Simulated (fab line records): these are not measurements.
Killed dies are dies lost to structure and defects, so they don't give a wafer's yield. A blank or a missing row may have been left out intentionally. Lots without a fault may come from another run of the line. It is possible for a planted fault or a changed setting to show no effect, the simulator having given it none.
A struck lot beside a sound one + flow n5Finfet + 17 steps out of a route of 1938
Sound: wafers L908.3, L908.4, L908.6. Struck: wafer L916.2; the same lot's L916.3 was not struck, so it is left out; see the end for the cause.
Per side, at each step with rows, come the tool, then ch with its chambers, and then its first start. Under that, the readings that differ: sound wafers + struck wafers + difference of the means + sigmas: that difference in standard deviations of wafers without a fault.
alike: readings whose means differ by less than 2 such deviations, and words and numbers that are the same on both sides. not compared: withheld readings, readings that some wafer has no value for, bounds like >300 that may hide the same value, and numbers for which the record gives no deviation and whose values overlap.
A row with sigmas, a row that says differs or no value, or rows on one side alone: a step with any of these is where the two part. When numbers do not overlap yet have no deviation, they are printed without sigmas and do not part them. A reading missing from all wafers of one side parts the sides only when that side holds two or more wafers.

first, 2 steps without rows for these wafers: N5_DUMMY_REMOVAL_SRD_05 (time 30 s); N5_HKMG_FIN_IL_REGROW_00 (material SiO2, chemistry O3, target thk 0.75 nm, time 30 s).
N5_HKMG_FIN_HK_ALD_01: deposits HfO2, target thk 1.6 nm, pulse time 3 s, purge time 3 s.
  sound on aldHk-01 ch 1,2,3, day 5 05:13; struck on aldHk-01 ch 0, day 7 11:06
  alike: precursorPulseHeightRel
N5_HKMG_FIN_HK_ANNEAL_02: time 30 s.
  sound on rtpAnneal-01 ch 0, day 5 05:29; struck on rtpAnneal-01 ch 0, day 7 11:19
  alike: lampPowerPct, lamp_zone_3_pct, wafer_temp_C_max
N5_HKMG_FIN_ALD_74: deposits La2O3, target thk 0.5 nm, pulse time 6 s, co reactant pulse time 1 s.
  sound on aldHk-03 ch 0,2,3, day 5 05:39; struck on aldHk-02 ch 1, day 7 11:30
| reading          | sound       | struck | difference | sigmas |
|------------------|-------------|--------|------------|--------|
| heaterPowerW (W) | 369 304 337 | 421    | +84        | +3     |
  alike: precursorPulseHeightRel
N5_HKMG_FIN_ALD_75: deposits Al2O3, target thk 1 nm, co reactant pulse time 1 s.
  sound on aldHk-03 ch 0,2,3, day 5 05:48; struck on aldHk-02 ch 1, day 7 11:35
| reading          | sound       | struck | difference | sigmas |
|------------------|-------------|--------|------------|--------|
| heaterPowerW (W) | 160 132 147 | 178    | +32        | +2     |
  alike: precursorPulseHeightRel
then, 6 steps without rows for these wafers: N5_HKMG_FIN_COAT_41 (time 60 s, resist thk 300 nm); N5_HKMG_FIN_COAT_42 (time 60 s, resist thk 35 nm); N5_HKMG_FIN_COAT_43 (resist thk 90 nm); N5_HKMG_FIN_EBR_45; N5_HKMG_FIN_SOFTBAKE_44 (time 60 s); N5_HKMG_FIN_EXPOSE_46 (exposes mask NDIPOLE).
N5_HKMG_FIN_PEB_47: peb time 60 s.
  sound on lithoTrack-05 ch 0, day 5 06:09; struck on lithoTrack-03 ch 0, day 7 11:51
then, 1 step without rows for these wafers: N5_HKMG_FIN_DEVELOP_48 (develop time 30 s).
N5_HKMG_FIN_CD_MEAS_49 targets a cd of 202 nm.
  sound on cdSem-02 ch 0, day 5 06:13; struck on cdSem-03 ch 0, day 7 11:55
| reading   | sound             | struck | difference | sigmas |
|-----------|-------------------|--------|------------|--------|
| cdNm (nm) | 202.2 201.4 202.8 | 207.2  | +5.1       | +6     |
N5_HKMG_FIN_OVL_MEAS_50:
  sound on overlay-02 ch 0, day 5 06:15; struck on overlay-01 ch 0, day 7 11:57
  alike: NDIPOLE_OVL
-- a jump in the record: the struck wafers' starts before and after are 4 days apart (it breaks off in module HKMG_FIN and resumes in module BEOL_M4, where the first step shown is number 1111 of the route) --
N5_BEOL_M4_RC_MEAS_101:
  sound on prober-01 ch 0, day 9 04:04; struck on prober-01 ch 0, day 11 11:01
  alike: DIBL_N, DIBL_P, IOFF_N, IOFF_P, ION_N, ION_P, SS_N, SS_P, VT_N, VT_P

== WHERE THEY PART ==
Last at N5_HKMG_FIN_CD_MEAS_49 as far as this record goes, first at N5_HKMG_FIN_ALD_74. Later steps at which nothing parts them and some readings are alike: N5_HKMG_FIN_OVL_MEAS_50, N5_BEOL_M4_RC_MEAS_101.

WHY: what had been put in by the simulator
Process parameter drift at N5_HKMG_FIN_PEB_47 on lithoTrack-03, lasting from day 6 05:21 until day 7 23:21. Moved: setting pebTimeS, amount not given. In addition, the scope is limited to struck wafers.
